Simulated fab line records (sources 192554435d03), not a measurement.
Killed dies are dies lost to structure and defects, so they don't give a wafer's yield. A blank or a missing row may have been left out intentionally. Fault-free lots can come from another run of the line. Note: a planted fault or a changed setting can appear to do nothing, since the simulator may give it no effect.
Matching of chambers / flow n5Finfet / N5_GATE_CUT_PECVD_57 on pecvd-03: 3 sister chambers
The step deposits SiNx from SiH4/NH3/N2, target thk 21 nm. 6 wafers are shown with their chamber, then 10 later ones without.

== WAFERS PAIRED WITH THEIR CHAMBERS ==
wafer=L088.6; chamber=2; throttleValvePct (%)=35.7; showerheadPlenumPTorr (Torr)=5.20
wafer=L089.2; chamber=2; throttleValvePct (%)=35.7; showerheadPlenumPTorr (Torr)=5.20
wafer=L089.3; chamber=0; throttleValvePct (%)=40.3; showerheadPlenumPTorr (Torr)=5.12
wafer=L089.6; chamber=1; throttleValvePct (%)=41.9; showerheadPlenumPTorr (Torr)=5.09
wafer=L091.1; chamber=1; throttleValvePct (%)=41.6; showerheadPlenumPTorr (Torr)=5.09
wafer=L091.2; chamber=0; throttleValvePct (%)=40.2; showerheadPlenumPTorr (Torr)=5.11

== WAFERS WHOSE CHAMBER IS MISSING ==
wafer=L091.6; throttleValvePct (%)=41.8; showerheadPlenumPTorr (Torr)=5.08
wafer=L092.1; throttleValvePct (%)=41.6; showerheadPlenumPTorr (Torr)=5.07
wafer=L092.2; throttleValvePct (%)=35.9; showerheadPlenumPTorr (Torr)=5.21
wafer=L092.6; throttleValvePct (%)=41.6; showerheadPlenumPTorr (Torr)=5.08
wafer=L093.1; throttleValvePct (%)=41.9; showerheadPlenumPTorr (Torr)=5.10
wafer=L093.4; throttleValvePct (%)=41.7; showerheadPlenumPTorr (Torr)=5.08
wafer=L093.6; throttleValvePct (%)=40.5; showerheadPlenumPTorr (Torr)=5.12
wafer=L095.2; throttleValvePct (%)=40.5; showerheadPlenumPTorr (Torr)=5.11
wafer=L095.5; throttleValvePct (%)=41.6; showerheadPlenumPTorr (Torr)=5.08
wafer=L095.6; throttleValvePct (%)=35.6; showerheadPlenumPTorr (Torr)=5.22

== WHICH CHAMBER EACH ONE RAN IN ==
wafer=L091.6; from the rows above=1; in truth=1
wafer=L092.1; from the rows above=1; in truth=1
wafer=L092.2; from the rows above=2; in truth=2
wafer=L092.6; from the rows above=1; in truth=1
wafer=L093.1; from the rows above=1; in truth=1
wafer=L093.4; from the rows above=1; in truth=1
wafer=L093.6; from the rows above=0; in truth=0
wafer=L095.2; from the rows above=0; in truth=0
wafer=L095.5; from the rows above=1; in truth=1
wafer=L095.6; from the rows above=2; in truth=2
Placed correctly: 10 of 10. Number that these rows cannot place: 0. Placed wrongly: 0.
How it was worked out, from the rows above alone: a wafer's distance from a chamber is the root of the sum, over the readings, of the square of ((its reading less the chamber's mean) divided by the reading's scatter). The wafer belongs to the nearest chamber; if the next one is less than 2 further off, it can't be placed. A chamber's mean is the mean of its shown wafers. The scatter: take each reading less its chamber's mean, square it, sum over the shown wafers, divide by the number of wafers less the number of chambers, and take the root.
